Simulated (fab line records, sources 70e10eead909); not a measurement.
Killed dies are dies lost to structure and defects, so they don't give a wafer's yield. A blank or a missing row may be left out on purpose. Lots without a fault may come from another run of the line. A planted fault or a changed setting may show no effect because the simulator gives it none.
fab line records | flow nand_harc
record lots=5 wafers=15 last_day=24
route steps=1159 shown THIN_TSV@1113 END@1159
lots that met no fault: from a run of the same line without faults
start_h: hours from the record's first day to the start of the lot's first wafer shown | wait_h: hours since the lot's step before | " the same as in the row above | L1.1+2: a row that stands for several wafers | - no value, or no start given | * or withheld: withheld | < > ~ a bound
route shown NAME@n: a module of which the file shows steps, and the number in the route of the first | usual: mean/standard deviation of fault-free wafers | same: alike in all rows | chamber/n: place in a boat | sites: the reading at each site | _std_site: their standard deviation | _edge_site: outer sites' mean less inner sites' | radius_mm: how far each site lies from the wafer's centre | mask NAME#n: copy n | behind: the tool/chamber that last shaped the wafer | hold: why the lot was held/for how many hours/how that ended | device: the transistor (n, p or np) that didn't switch | end of line: the same wafers' tests at the end of the route | a step without rows: its recipe alone | killed: dies lost to structure and defects at the first sort, not the wafer's yield | map: a wafer's dies, x killed, . not, _ none there
set.NAME: the setting as run; set.NAME@STEP: as run at that earlier step | model.NAME: the simulator's own value behind a step, which no gauge read
lots at some steps of the route; a table a step, a row a wafer
services: from which hour (start_h, from the record's first day; less than 0 if before it) a tool's chamber was out of use, for how many hours, and why
## steps
# step NHARC_THIN_TSV_EXPOSE_09
# recipe na=0.55 dose_mj=30.7 mask_id=TSV
# step NHARC_THIN_TSV_PEB_10
# recipe peb_temp_c=118 peb_time_s=85
# step NHARC_THIN_TSV_DEVELOP_11
# recipe time_s=70
# step NHARC_THIN_TSV_CD_MEAS_12
# recipe target_cd_nm=1000 landing_energy_ev=500
# usual cd_nm=999.8/1.6
# columns lot.wafer tool chamber start_h wait_h cd_nm
L557.2 cd_sem-03 0 479.51 - 1000.2
L557.3 " 0 " " 999.3
L557.5 " 0 " " 998.9
L559.3 cd_sem-02 0 480.72 - 997.7
L559.4 " 0 " " 999.9
L559.6 " 0 " " 998.4
L566.2 cd_sem-01 0 513.19 - 1001.5
L566.3 " 0 " " 1001.0
L566.5 " 0 " " 1000.9
L562.1 cd_sem-01 0 514.36 - 1000.1
L562.2 " 0 " " 998.2
L562.4 " 0 " " 997.7
L571.1 cd_sem-02 0 550.10 - 1002.2
L571.3 " 0 " " 1001.8
L571.4 " 0 " " 1002.0
# step NHARC_THIN_TSV_HARDBAKE_13
# recipe temp_c=125 time_s=80
# step NHARC_THIN_TSV_DESCUM_14
# recipe time_s=3 o2_flow_sccm=200 ar_flow_sccm=0 bias_power_w=0 chemistry=O2
# usual drypump_motor_current_A=6.1/0.41 oes_product_au=1.002/0.0082 rf_vpp_V=57.8/0.97 showerhead_plenum_p_Torr=1.95/0.076 throttle_valve_pct=11.310/0.0098
# columns lot.wafer tool chamber start_h wait_h drypump_motor_current_A oes_product_au rf_hours_counter_h rf_vpp_V showerhead_plenum_p_Torr throttle_valve_pct
L557.2 rie_diel-02 2 479.68 - 6.2 0.991 10 58.9 1.98 11.325
L557.3 " 3 " " 5.7 0.984 10 56.3 1.89 11.320
L557.5 " 2 " " 6.2 0.992 - 58.8 1.98 11.311
L559.4 rie_diel-11 1 480.88 - 5.5 0.993 6 57.3 2.02 11.305
L559.3 " 2 " " 5.8 1.005 7 58.2 1.85 11.316
L559.6 " 1 " " 5.5 1.007 - 57.5 2.02 11.322
L566.2 rie_diel-11 0 513.38 - 5.7 0.979 8 58.1 1.85 11.304
L566.3 " 1 " " 5.5 0.999 8 56.4 2.02 11.302
L566.5 " 0 " " 5.7 0.995 - 56.7 1.85 11.324
L562.2 rie_diel-02 0 514.53 - 6.4 1.024 0 57.6 2.06 11.320
L562.1 " 2 " " 6.2 1.010 0 57.4 1.98 11.304
L562.4 " 0 " " 6.4 1.023 - 57.9 2.06 11.309
L571.4 rie_diel-02 0 550.27 - 6.3 1.003 3 59.1 2.06 11.309
L571.3 " 1 " " 6.7 0.995 2 57.9 1.93 11.320
L571.1 " 2 " " 6.2 1.010 2 57.5 1.98 11.308
# step NHARC_THIN_TSV_ETCH_44
# recipe target_depth_a=15942 time_s=797.1 cf4_flow_sccm=150 o2_flow_sccm=10 ar_flow_sccm=0 rf_w=300 bias_w=800 chemistry=CF4/O2
# usual drypump_motor_current_A=6.1/0.41 oes_product_au=1.001/0.0085 rf_vpp_V=796/4.4 showerhead_plenum_p_Torr=1.86/0.068 throttle_valve_pct=16.915/0.0085
# columns lot.wafer tool chamber start_h wait_h drypump_motor_current_A oes_product_au rf_hours_counter_h rf_vpp_V showerhead_plenum_p_Torr throttle_valve_pct
L557.3 rie_diel-02 0 479.76 0.1 6.4 0.995 9 803 1.97 16.918
L557.2 " 3 " " 5.7 0.994 10 793 1.82 16.907
L557.5 " 0 " " 6.3 0.998 - 804 1.97 16.919
L559.4 rie_diel-11 3 480.96 0.1 6.4 1.004 6 796 1.85 16.920
L559.3 " 1 " " 5.5 1.001 6 800 1.93 16.920
L559.6 " 3 " " 6.4 1.005 - 795 1.85 16.917
L566.3 rie_diel-11 2 513.46 0.1 5.8 1.006 10 789 1.78 16.932
L566.2 " 1 " " 5.5 0.997 8 802 1.93 16.900
L566.5 " 3 " " 6.4 1.000 - 796 1.85 16.911
L562.2 rie_diel-02 2 514.63 0.1 6.2 1.011 0 798 1.89 16.920
L562.1 " 1 " " 6.7 1.006 0 795 1.85 16.909
L562.4 " 2 " " 6.2 1.003 - 799 1.89 16.921
L571.1 rie_diel-02 1 550.34 0.1 6.7 1.011 3 796 1.85 16.918
L571.4 " 3 " " 5.7 1.013 2 793 1.81 16.915
L571.3 " 0 " " 6.4 1.022 3 803 1.96 16.921
# step NHARC_THIN_TSV_ETCH_15
# recipe target_depth_a=30000 bosch_target_overetch_cycles=2 bosch_etch_step_s=2.8 bosch_dep_step_s=1.2 bosch_cycles=14
# usual drypump_motor_current_A=5.8/0.55
# columns lot.wafer tool chamber start_h wait_h drypump_motor_current_A rf_hours_counter_h
L557.3 rie_si-06 0 480.34 - 6.8 0.9
L557.2 " 1 " " 5.0 1.0
L557.5 " 0 " " 6.7 -
L559.4 rie_si-02 1 481.55 - 6.6 0.9
L559.3 " 3 " " 5.4 0.6
L559.6 " 2 " " 6.1 -
L566.2 rie_si-01 1 514.03 - 5.1 0.2
L566.3 " 0 " " 6.3 0.3
L566.5 " 2 " " 5.6 -
L562.1 rie_si-06 3 515.32 - 5.8 1.3
L562.2 " 0 " " 6.7 1.2
L562.4 " 2 " " 5.9 1.5
L571.3 rie_si-02 2 550.91 - 6.0 1.2
L571.1 " 3 " " 5.4 1.2
L571.4 " 0 " " 5.5 1.3
# step NHARC_THIN_TSV_CD_MEAS_16
# usual cd_nm=999.9/1.7
# columns lot.wafer tool chamber start_h wait_h cd_nm
L557.2 cd_sem-03 - 480.48 0.1 999.4
L557.3 " - " " 999.2
L557.5 " - " " 998.7
L559.3 cd_sem-03 - 481.70 0.1 998.1
L559.4 " - " " 1000.2
L559.6 " - " " 998.1
L566.2 cd_sem-02 - 514.19 0.1 1001.7
L566.3 " - " " 1001.5
L566.5 " - " " 1001.1
L562.1 cd_sem-02 - 515.46 0.1 1000.1
L562.2 " - " " 998.5
L562.4 " - " " 998.8
L571.1 cd_sem-03 - 551.06 0.1 1001.5
L571.3 " - " " 1001.1
L571.4 " - " " 1002.6
# step NHARC_THIN_TSV_STRIP_45
# recipe power_w=1500 temp_c=250 chemistry=O2
# step NHARC_THIN_TSV_STRIP_46
# recipe time_s=1200 temp_c=72.5 chemistry=post_etch_residue_remover
# step NHARC_THIN_TSV_DEP_47
# recipe target_thk_a=2000 temp_c=withheld pressure_torr=6.5 rf_w=900 teos_flow_sccm=161.4 flow_sccm=2650 target_thk_nm=200 gas=O2 material=SiO2
# usual flow_sccm=2648/7.7 throttle_valve_pct=15.9/0.54
# columns lot.wafer tool chamber start_h wait_h flow_sccm throttle_valve_pct
L557.3 pecvd-02 0 481.35 - 2652 15.6
L557.2 " 2 " " 2649 15.8
L557.5 " 0 " " 2648 15.4
L559.3 pecvd-02 0 482.83 - 2646 15.5
L559.6 " 0 " " 2641 15.3
L559.4 " 1 " " 2654 16.4
L566.3 pecvd-01 2 515.72 - 2645 16.2
L566.2 " 0 " " 2655 16.7
L566.5 " 0 " " 2650 16.5
L562.1 pecvd-01 2 517.92 - 2654 16.1
L562.2 " 1 " " 2640 15.3
L562.4 " 0 " " 2649 16.7
L571.1 pecvd-01 0 551.93 - 2639 16.7
L571.3 " 2 " " 2642 16.2
L571.4 " 2 " " 2651 16.3
# step NHARC_THIN_TSV_ETCHBACK_48
# recipe target_depth_a=10285 over_etch_frac=0.3 time_s=405.17 ion_energy_ev=250 c4f8_flow_sccm=withheld ar_flow_sccm=withheld rf_w=600 bias_w=300 chemistry=C4F8/Ar
# usual oes_product_au=0.946/0.03 rf_vpp_V=548/3.2
# columns lot.wafer tool chamber start_h wait_h oes_product_au rf_hours_counter_h rf_vpp_V
L557.3 rie_diel-09 1 481.75 - 0.950 5 551
L557.2 " 0 " " 0.932 5 543
L557.5 " 2 " " 0.920 - 544
L559.4 rie_diel-09 0 483.19 - 0.932 5 543
L559.3 " 2 " " 0.929 5 545
L559.6 " 0 " " 0.927 - 543
L566.3 rie_diel-09 2 516.10 - 0.835 7 544
L566.2 " 1 " " 0.925 9 550
L566.5 " 3 " " 0.930 - 551
L562.1 rie_diel-02 0 518.32 - 0.972 1 552
L562.2 " 2 " " 0.973 1 550
L562.4 " 1 " " 0.970 - 548
L571.1 rie_diel-02 1 552.33 - 0.926 3 548
L571.4 " 3 " " 0.927 2 548
L571.3 " 0 " " 0.937 3 553
# step NHARC_THIN_TSV_STRIP_62
# recipe power_w=1500 temp_c=250 time_s=20 chemistry=N2/H2
# usual drypump_motor_current_A=6.1/0.43 heater_power_w=329/29
# columns lot.wafer tool chamber start_h wait_h drypump_motor_current_A heater_power_w rf_hours_counter_h
L557.2 plasma_asher-02 0 482.27 - 5.9 371 46
L557.3 " 1 " " 5.6 289 -
L557.5 " 1 " " 5.6 297 -
L559.4 plasma_asher-02 1 483.59 - 5.6 289 -
L559.3 " 0 " " 5.9 365 -
L559.6 " 0 " " 5.8 370 -
L566.2 plasma_asher-02 0 517.34 - 5.9 356 71
L566.3 " 0 " " 5.9 359 -
L566.5 " 1 " " 5.6 290 -
L562.2 plasma_asher-01 1 518.76 - 6.6 326 0
L562.1 " 0 " " 6.6 331 0
L562.4 " 1 " " 6.6 314 -
L571.1 plasma_asher-01 1 552.70 - 6.6 319 14
L571.3 " 1 " " 6.6 321 -
L571.4 " 0 " " 6.6 332 -
# step NHARC_END_SORT_01
# recipe temp_c=25
# usual defect_limited_yield=95.2/1.4 killed_at_array=28/8.9 killed_at_other=0.8/1.2 killed_at_periphery=3.3/2.3 killed_dies=32/9.4 killed_open=3.2/1.8 killed_short=1.9/1.4 sort_bin_2_pct=1.4/0.56 sort_bin_3_pct=0.26/0.21 sort_bin_4_pct=3.1/1 sort_n_pass=645/9.4 sort_rim_yield_pct=95.7/2.4 sort_yield_pct=95.2/1.4
# same gross_dies=677 sort_bin_5_pct[%]=0 sort_bin_6_pct[%]=0 sort_bin_7_pct[%]=0 sort_bin_8_pct[%]=0 sort_rim_n_gross=106.00
# columns lot.wafer tool chamber start_h wait_h defect_limited_yield[%] killed_at_array killed_at_other killed_at_periphery killed_dies killed_open killed_short sort_bin_2_pct[%] sort_bin_3_pct[%] sort_bin_4_pct[%] sort_n_pass sort_rim_yield_pct[%] sort_yield_pct[%]
L559.3 prober-01 0 496.42 3.1 96.9 16 1 4 21 5 1 1.3 0.30 1.5 656 95.3 96.9
L559.4 prober-01 0 497.23 3.4 96.0 25 2 0 27 4 0 1.0 0.30 2.7 650 98.1 96.0
L559.6 prober-01 0 498.86 4.1 96.6 20 0 3 23 4 3 0.9 0.15 2.4 654 99.1 96.6
L562.1 prober-02 0 529.35 2.5 93.5 37 6 1 44 2 0 1.8 0.44 4.3 633 96.2 93.5
L562.2 prober-02 0 530.16 2.8 93.1 39 3 5 47 5 2 1.6 0.30 5.0 630 91.5 93.1
L562.4 prober-02 0 531.78 3.4 93.9 32 3 6 41 3 1 1.8 0.59 3.7 636 95.3 93.9
L566.2 prober-01 0 533.84 2.8 93.2 38 0 8 46 4 2 1.6 0.74 4.4 631 99.1 93.2
L566.3 prober-01 0 534.65 3.1 94.5 34 1 2 37 3 1 1.8 0.15 3.5 640 98.1 94.5
L566.5 prober-01 0 536.26 3.7 94.2 31 5 3 39 1 4 1.3 0.59 3.8 638 98.1 94.2
# killed by level:class
L559.3 A_CHANNEL_HOLE_D1:chamber_film_flake=3 A_CONTACT:geometric_particle:open=2 A_WL_FILL:chamber_film_flake=2 A_CONTACT:chamber_film_flake=2 P_M0:geometric_particle:open=1 A_CHANNEL_FILL_D1:geometric_particle:open=1 A_WL_FILL:geometric_particle:short=1 A_WL_FILL:geometric_particle:open=1
L559.4 A_CONTACT:chamber_film_flake=8 A_CHANNEL_HOLE_D1:chamber_film_flake=4 A_ZERO_WELL:chamber_film_flake=2 A_CHANNEL_FILL_D1:chamber_film_flake=2 A_STAIRCASE:chamber_film_flake=2 A_SLIT:chamber_film_flake=2 THIN_TSV:chamber_film_flake=2 A_ONON_D1:geometric_particle:open=1
L559.6 A_STAIRCASE:chamber_film_flake=5 A_CONTACT:chamber_film_flake=4 A_CHANNEL_HOLE_D1:chamber_film_flake=3 P_STI:geometric_particle:open=1 P_GATE:geometric_particle:short=1 A_CHANNEL_HOLE_D1:geometric_particle:open=1 A_SLIT:geometric_particle:short=1 A_WL_FILL:geometric_particle:open=1
L562.1 A_CHANNEL_HOLE_D1:chamber_film_flake=19 A_STAIRCASE:chamber_film_flake=9 A_CONTACT:chamber_film_flake=8 THIN_TSV:chamber_film_flake=6 P_GATE:geometric_particle:open=1 A_WL_FILL:geometric_particle:open=1
L562.2 A_CHANNEL_HOLE_D1:chamber_film_flake=14 A_CONTACT:chamber_film_flake=12 A_STAIRCASE:chamber_film_flake=8 THIN_TSV:chamber_film_flake=3 A_M0:geometric_particle:short=2 P_STI:chamber_film_flake=2 P_GATE:geometric_particle:open=1 P_M0:geometric_particle:open=1
L562.4 A_CHANNEL_HOLE_D1:chamber_film_flake=13 A_STAIRCASE:chamber_film_flake=10 A_CONTACT:chamber_film_flake=7 THIN_TSV:chamber_film_flake=3 P_CONTACT:geometric_particle:open=2 P_STI:chamber_film_flake=2 A_ONON_D1:geometric_particle:short=1 A_CONTACT:geometric_particle:open=1
L566.2 A_CHANNEL_HOLE_D1:chamber_film_flake=24 P_GATE:chamber_film_flake=6 A_CONTACT:chamber_film_flake=4 A_ONON_D1:geometric_particle:short=2 A_STAIRCASE:chamber_film_flake=2 A_WL_FILL:chamber_film_flake=2 A_SOURCE_PLATE:geometric_particle:open=1 A_WL_FILL:geometric_particle:open=1
L566.3 A_CHANNEL_HOLE_D1:chamber_film_flake=22 A_STAIRCASE:chamber_film_flake=3 A_CONTACT:chamber_film_flake=3 A_WL_FILL:geometric_particle:open=2 A_CHANNEL_FILL_D1:geometric_particle:short=1 A_BLC:geometric_particle:open=1 P_STI:chamber_film_flake=1 P_GATE:chamber_film_flake=1
L566.5 A_CHANNEL_HOLE_D1:chamber_film_flake=22 THIN_TSV:chamber_film_flake=5 A_STAIRCASE:chamber_film_flake=3 P_GATE:chamber_film_flake=2 P_M0:geometric_particle:short=1 A_SOURCE_PLATE:geometric_particle:short=1 A_ONON_D1:geometric_particle:short=1 A_CHANNEL_HOLE_D1:geometric_particle:short=1
## services
# columns tool chamber start_h hours kind
rie_diel-02 0 459.20 - clean
rie_diel-02 1 459.20 - clean
rie_diel-02 2 459.20 - clean
rie_diel-02 3 459.20 - clean
rie_si-01 - 481.00 9.0 pm
rie_diel-02 0 483.70 - clean
rie_diel-02 1 483.70 - clean
rie_diel-02 2 483.70 - clean
rie_diel-02 3 483.70 - clean
rie_diel-09 2 490.38 5.8 repair
rie_diel-02 - 504.70 9.0 pm
rie_diel-02 0 504.70 9.0 vent_cycle
rie_diel-02 1 504.70 9.0 vent_cycle
rie_diel-02 2 504.70 9.0 vent_cycle
rie_diel-02 3 504.70 14.0 vent_cycle
plasma_asher-01 - 509.14 9.0 pm
pecvd-02 - 515.97 13.0 pm
rie_diel-11 2 521.53 2.3 repair
rie_si-02 0 526.54 19.9 repair
rie_si-06 - 537.00 9.0 pm
plasma_asher-02 - 538.09 9.0 pm
rie_diel-09 1 541.86 9.4 repair
rie_diel-11 - 543.50 9.0 pm
rie_si-06 - 546.85 0.1 repair
## key
first_sign step=NHARC_THIN_TSV_ETCHBACK_48 reading=oes_product_au direction=down sigmas=3.7 usual=0.946 struck=0.835
effect none on later readings
met_at NHARC_THIN_TSV_ETCHBACK_48
struck_wafers L566.3
onset_between 483.19 516.10
fault kind=process_parameter_drift tool=rie_diel-09 chamber=- onset_h=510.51 steps=NHARC_THIN_TSV_ETCHBACK_48 channel=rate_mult offset=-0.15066 shape=step end_h=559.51 scope=struck_wafers_only
